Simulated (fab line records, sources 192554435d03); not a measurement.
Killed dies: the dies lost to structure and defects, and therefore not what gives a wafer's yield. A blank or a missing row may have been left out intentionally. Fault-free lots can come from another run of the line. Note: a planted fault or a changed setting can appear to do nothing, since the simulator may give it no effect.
A struck lot beside a sound one    flow n5 finfet    16 steps out of a route of 1938
Sound: wafers L923.1, L923.3, L923.4. Struck: wafer L911.6 (left out: L911.2, L911.4 of the same lot, which were not struck); the cause appears at the end.
Per side, at each step with rows, come the tool, then ch with its chambers, and then its first start. Under that, the readings that differ: sound wafers    struck wafers    difference of the means    sigmas: that difference in standard deviations of wafers without a fault.
alike: readings whose means differ by less than 2 such deviations, and words and numbers that are the same on both sides. not compared: withheld readings, readings that some wafer has no value for, bounds like >300 that may hide the same value, and numbers for which the record gives no deviation and whose values overlap.
A row with sigmas, a row that says differs or no value, or rows on one side alone: a step with any of these is where the two part. Numbers that have no deviation but don't overlap get no sigmas and don't part them. A reading missing from all wafers of one side parts the sides only when that side holds two or more wafers.

first, 4 steps without rows for these wafers: N5_BEOL_M10_HM_STRIP_39 (strips TiN in peroxide tin strip, target depth 25 nm, time 158 s); N5_BEOL_M10_SRD_40 (time 30 s); N5_BEOL_M10_PRECLEAN_42 (cleans in residue remover, time 60 s); N5_BEOL_M10_SRD_43 (time 30 s).
N5_BEOL_M10_CD_MEAS_35: the cd target is 70 nm.
  sound on cd sem-01 at day 16 15:55; struck on cd sem-01 at day 13 19:49
  alike: cd nm
N5_BEOL_M10_CURE_72: cures SiCOH lowk, time 120 s.
  sound on uv cure-03 ch 0, day 16 15:58; struck on uv cure-02 ch 0, day 13 19:55
  alike: lamp power pct, wafer_temp_C_max
then, 1 step without rows for these wafers: N5_BEOL_M10_DEGAS_44 (time 60 s).
N5_BEOL_M10_PRE_CLEAN_45: time 30 s.
  sound on pvd sputter-01 at day 16 16:22; struck on pvd sputter-02 at day 13 20:13
  alike: heater power w
then, 1 step without rows for these wafers: N5_BEOL_M10_ALD_74 (deposits TaN, target thk 2 nm, pulse time 2 s, purge time 3 s).
N5_BEOL_M10_SURFACE_TREAT_76:
  sound on pvd sputter-02 at day 16 16:46; struck on pvd sputter-03 at day 13 21:56
  not compared: throttle valve pct
then, 1 step without rows for these wafers: N5_BEOL_M10_CVD_75 (deposits Co from CCTBA/H2, target thk 2 nm, time 138.9 s).
N5_BEOL_M10_SPUTTER_48: material Cu, target thk 12 nm, time 2 s.
  sound on pvd sputter-03 at day 16 17:01; struck on pvd sputter-01 at day 13 22:13
  alike: chuck sensor temp C, throttle valve pct
N5_BEOL_M10_ECD_50: material Cu, target thk 318 nm.
  sound on ecd cu-02 ch 0,1, day 16 17:08; struck on ecd cu-01 ch 0, day 13 22:20
reading                                  sound            struck  difference  sigmas
model.Cu_of_BEOL_M10_ECD_50.thk nm (nm)  319 316.2 318.8  511.2   +193.2      
N5_BEOL_M10_ANNEAL_51: time 90 s.
  sound on rtp anneal-01 ch 0, day 16 17:15; struck on rtp anneal-02 ch 0, day 13 22:30
  alike: anneal temp c, wafer_temp_C_max
N5_BEOL_M10_CMP_52: polishes, stops on SiCOH lowk, t overpolish 7 s, target thk 140 nm.
  sound on cmp-04 ch 1,2,3, day 16 17:33; struck on cmp-02 ch 2, day 13 22:45
reading                 sound           struck  difference  sigmas
time to endpoint s (s)  64.2 61.7 66.4  105.5   +41.4       +18
  alike: motor current A
N5_BEOL_M10_THK_MEAS_53: measures by xrf.
  sound on film metro-01 at day 16 17:50; struck on film metro-01 at day 13 23:02
  alike: M10_THK

== WHERE THEY PART ==
Only at N5_BEOL_M10_CMP_52, within this record. Later steps at which nothing parts them and some readings are alike: N5_BEOL_M10_THK_MEAS_53.

WHY: what had been put in by the simulator
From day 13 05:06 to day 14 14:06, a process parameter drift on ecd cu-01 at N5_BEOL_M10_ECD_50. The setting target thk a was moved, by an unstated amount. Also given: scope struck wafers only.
